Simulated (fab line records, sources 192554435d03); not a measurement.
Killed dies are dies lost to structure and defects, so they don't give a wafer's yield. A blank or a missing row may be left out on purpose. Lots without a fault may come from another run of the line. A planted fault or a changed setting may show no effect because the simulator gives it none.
Split-lot experiment | flow n5_finfet | 7 lots, 39 wafers read, on a route of 1938 steps

THE SPLIT
At N5_PASSIVATION_ETCH_54 (etches SiO2 in CHF3/O2, target depth 880 nm, time 440 s), the setting time_s was moved away from the recipe's 440 s on 12 of the 39 wafers read, by -36.8% to +56.5%. The other wafers ran this setting at the recipe's value.

The reading is taken at the split's own step.

THE READING
PASSIVATION.feature_depth_nm (the simulator's own value, which no gauge read), in nm, at N5_PASSIVATION_ETCH_54 (etches SiO2 in CHF3/O2, target depth 880 nm, time 440 s). The file gives no usual value for it. The 27 wafers here that ran the recipe average 888.2 nm, standard deviation 21 nm.

wafer  | tool, chamber at the split | time_s as run, s | against the recipe | PASSIVATION.feature_depth_nm, nm | against lot-mates on the recipe
L077.1 | rie_diel-02, 3             | 440              | recipe             | 869.8                            | -
L077.2 | rie_diel-02, 0             | 440              | recipe             | 877.2                            | -
L077.3 | rie_diel-02, 2             | 440              | recipe             | 925                              | -
L077.4 | rie_diel-02, 1             | 567.2            | +28.9%             | 1138                             | +247.3
L077.5 | rie_diel-02, 0             | 567.2            | +28.9%             | 1137                             | +246.3
L077.6 | rie_diel-02, 1             | 567.2            | +28.9%             | 1140                             | +249.3
L078.1 | rie_diel-02, 1             | 440              | recipe             | 892.4                            | -
L078.2 | rie_diel-02, 3             | 688.5            | +56.5%             | 1384                             | +487.7
L078.3 | rie_diel-02, 2             | 440              | recipe             | 923.4                            | -
L078.4 | rie_diel-02, 0             | 688.5            | +56.5%             | 1372                             | +475.7
L078.5 | rie_diel-02, 3             | 440              | recipe             | 873                              | -
L078.6 | rie_diel-02, 2             | 688.5            | +56.5%             | 1444                             | +547.7
L083.1 | rie_diel-04, 2             | 440              | recipe             | 872.4                            | -
L083.2 | rie_diel-04, 1             | 440              | recipe             | 895.4                            | -
L083.3 | rie_diel-04, 3             | 440              | recipe             | 901                              | -
L083.4 | rie_diel-04, 0             | 440              | recipe             | 890.6                            | -
L083.5 | rie_diel-04, 3             | 440              | recipe             | 896.2                            | -
L083.6 | rie_diel-04, 0             | 440              | recipe             | 891.8                            | -
L084.1 | rie_diel-02, 2             | 440              | recipe             | 916.6                            | -
L084.2 | rie_diel-02, 0             | 440              | recipe             | 885.2                            | -
L084.3 | rie_diel-02, 3             | 322.6            | -26.7%             | 643.8                            | -247.8
L084.4 | rie_diel-02, 1             | 322.6            | -26.7%             | 653.2                            | -238.4
L084.5 | rie_diel-02, 3             | 440              | recipe             | 873                              | -
L084.6 | rie_diel-02, 0             | 322.6            | -26.7%             | 650                              | -241.6
L090.1 | rie_diel-03, 2             | 278.2            | -36.8%             | 541                              | -334.3
L090.2 | rie_diel-03, 1             | 440              | recipe             | 857                              | -
L090.3 | rie_diel-03, 3             | 440              | recipe             | 872.4                            | -
L090.4 | rie_diel-03, 0             | 440              | recipe             | 896.6                            | -
L090.5 | rie_diel-03, 3             | 278.2            | -36.8%             | 550.2                            | -325.1
L090.6 | rie_diel-03, 0             | 278.2            | -36.8%             | 562.6                            | -312.7
L085.1 | rie_diel-02, 2             | 440              | recipe             | 911.8                            | -
L085.2 | rie_diel-02, 1             | 440              | recipe             | 867.2                            | -
L085.3 | rie_diel-02, 0             | 440              | recipe             | 885.8                            | -
L085.4 | rie_diel-02, 3             | 440              | recipe             | 862.8                            | -
L085.5 | rie_diel-02, 2             | 440              | recipe             | 916.6                            | -
L085.6 | rie_diel-02, 3             | 440              | recipe             | 854                              | -
L089.2 | rie_diel-02, 2             | 440              | recipe             | 923.8                            | -
L089.3 | rie_diel-02, 3             | 440              | recipe             | 859.2                            | -
L089.4 | rie_diel-02, 0             | 440              | recipe             | 890.6                            | -

THE FIT
A straight line over all 39 wafers: PASSIVATION.feature_depth_nm changes by +9.02 nm for each +1% of time_s; r = +0.99; the points scatter about the line by 21 nm.
The same after taking each lot's own level away (the mean of its wafers on the recipe; 39 wafers): +8.87 nm for each +1%; r = +0.99; scatter 20 nm.
On that fit, the largest move of time_s shifts the reading by 5e+02 nm.
The lots' own levels span 875.33 to 896.27 nm, that is 1.0 times the standard deviation above.
So the lot-to-lot level changes the slope little: the two slopes agree.
Check: with one of the wafers moved furthest among these (+56.5%) left out of the fit, the line predicts +503 nm for it against its lot-mates. It came out at +488 nm against them.

OTHER SPLITS ON THESE WAFERS
These wafers also went through other splits before the reading. Each is held against what the fit with the lots' levels taken away leaves over:
other split on the same wafers      | wafers away from the commonest value | r with PASSIVATION.feature_depth_nm (lot level and that fit taken away)
N5_BEOL_M13_ILD_DEP_00 target_thk_a | 15                                   | -0.06
N5_MIM_BOT_SPUTTER_00 time_s        | 15                                   | -0.05

THE WHOLE CHAIN: every reading that the file lists as answering this split, in the file's order
step                   | what it does                                            | reading                                                                       | change (the file's fit)              | r (the file's)
N5_PASSIVATION_ETCH_54 | etches SiO2 in CHF3/O2, target depth 880 nm, time 440 s | etch.depth_nm (the simulator's own value, which no gauge read)                | +8.87 nm for each +1% of the setting | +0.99
N5_PASSIVATION_ETCH_54 | etches SiO2 in CHF3/O2, target depth 880 nm, time 440 s | PASSIVATION.feature_depth_nm (the simulator's own value, which no gauge read) | +8.87 nm for each +1% of the setting | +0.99

THE FILE'S OWN FIT
PASSIVATION.feature_depth_nm changes by +8.87 nm for each +1% of time_s, r = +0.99.
